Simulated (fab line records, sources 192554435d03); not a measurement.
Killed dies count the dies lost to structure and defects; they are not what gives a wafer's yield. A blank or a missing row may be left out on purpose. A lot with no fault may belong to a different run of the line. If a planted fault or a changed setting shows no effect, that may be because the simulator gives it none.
A struck lot beside a sound one :: flow n5 finfet :: 17 steps out of a route of 1938
Sound: these wafers, L578.2, L578.4, L578.6. Struck: wafer L586.1; the same lot's L586.5 was not struck, so it is left out; see the end for the cause.
Order at every step that has rows: each side's tool, ch and its chambers, its first start. Under that, the readings that differ: sound wafers :: struck wafers :: difference of the means :: sigmas: that difference in standard deviations of wafers without a fault.
alike: a reading whose means differ by less than 2 such deviations, as well as words and numbers matching on both sides. not compared: withheld readings; readings where some wafer has no value; bounds like >300 that might hide an equal value; numbers whose values overlap and for which the record gives no deviation.
Wherever a step has rows on one side only, a row that says differs or no value, or a row with sigmas, the two part there. Numbers that don't overlap but have no deviation are shown without sigmas and don't part them. A reading missing from all wafers of one side parts the sides only when that side holds two or more wafers.

first, 1 step without rows for these wafers: N5_BEOL_M3_ANNEAL_82 (time 240 s).
N5_BEOL_M3_SPUTTER_86: material Cu, target thk 4.5 nm, time 8.29 s.
  struck on pvd sputter-02, day 10 04:14; sound on pvd sputter-01, day 7 15:27
  alike: susceptor temp C, throttle valve pct
then, 2 steps without rows for these wafers: N5_BEOL_M3_ANNEAL_87 (time 240 s); N5_BEOL_M3_SPUTTER_88 (material Cu, target thk 4.5 nm, time 8.29 s).
N5_BEOL_M3_ANNEAL_89: time 240 s.
  struck on pvd sputter-02, day 10 04:32; sound on pvd sputter-01, day 7 15:45
  alike: heater power w, susceptor temp C, susceptor_temp_C_max
N5_BEOL_M3_SPUTTER_90: material Cu, target thk 4.5 nm, time 8.29 s.
  struck on pvd sputter-02, day 10 04:40; sound on pvd sputter-01, day 7 15:53
  alike: susceptor temp C, throttle valve pct
N5_BEOL_M3_ANNEAL_91: time 240 s.
  struck on pvd sputter-02, day 10 04:45; sound on pvd sputter-01, day 7 15:58
  alike: heater power w, susceptor temp C, susceptor_temp_C_max
N5_BEOL_M3_SPUTTER_92: material Cu, target thk 4.5 nm, time 8.29 s.
  struck on pvd sputter-02, day 10 04:53; sound on pvd sputter-01, day 7 16:07
  alike: susceptor temp C, throttle valve pct
then, 4 steps without rows for these wafers: N5_BEOL_M3_ANNEAL_93 (time 240 s); N5_BEOL_M3_SPUTTER_94 (material Cu, target thk 4.5 nm, time 8.29 s); N5_BEOL_M3_ANNEAL_95 (time 240 s); N5_BEOL_M3_SPUTTER_96 (material Cu, target thk 4.5 nm, time 8.29 s).
N5_BEOL_M3_ECD_50: material Cu, target thk 300 nm.
  sound on ecd cu-02 ch 0,1, day 7 16:46; struck on ecd cu-02 ch 1, day 10 05:27
reading: model.Cu_of_BEOL_M3_ECD_50.thk nm (nm)
sound: 301.4 303 304.6
struck: 441.8
difference: +138.8
sigmas: 
then, 1 step without rows for these wafers: N5_BEOL_M3_ANNEAL_51 (time 90 s).
N5_BEOL_M3_CMP_52: polishes, stops on SiOC, t overpolish 6.8 s, target thk 40 nm.
  sound on cmp-02 ch 1,3, day 7 17:25; struck on cmp-02 ch 0, day 10 05:57
reading: time to endpoint s (s)
sound: 59.9 61.3 61.5
struck: 90.1
difference: +29.2
sigmas: +14
  alike: motor current A
N5_BEOL_M3_THK_MEAS_53: measures by xrf.
  struck on film metro-02, day 10 06:08; sound on film metro-02, day 7 17:40
  alike: M3_THK
N5_BEOL_M4_RC_MEAS_101:
  sound on prober-02 ch 0, day 8 05:14; struck on prober-01 ch 0, day 10 17:53
reading: VT_P (mV)
sound: -254.3 -252.8 -256.9
struck: -248.5
difference: +6.2
sigmas: +2
  alike: DIBL_N, DIBL_P, IOFF_N, IOFF_P, ION_N, ION_P, SS_N, SS_P, VT_N

## WHERE THEY PART
Earliest at N5_BEOL_M3_CMP_52; latest, in this record, at N5_BEOL_M4_RC_MEAS_101.

WHY: what had been put in by the simulator
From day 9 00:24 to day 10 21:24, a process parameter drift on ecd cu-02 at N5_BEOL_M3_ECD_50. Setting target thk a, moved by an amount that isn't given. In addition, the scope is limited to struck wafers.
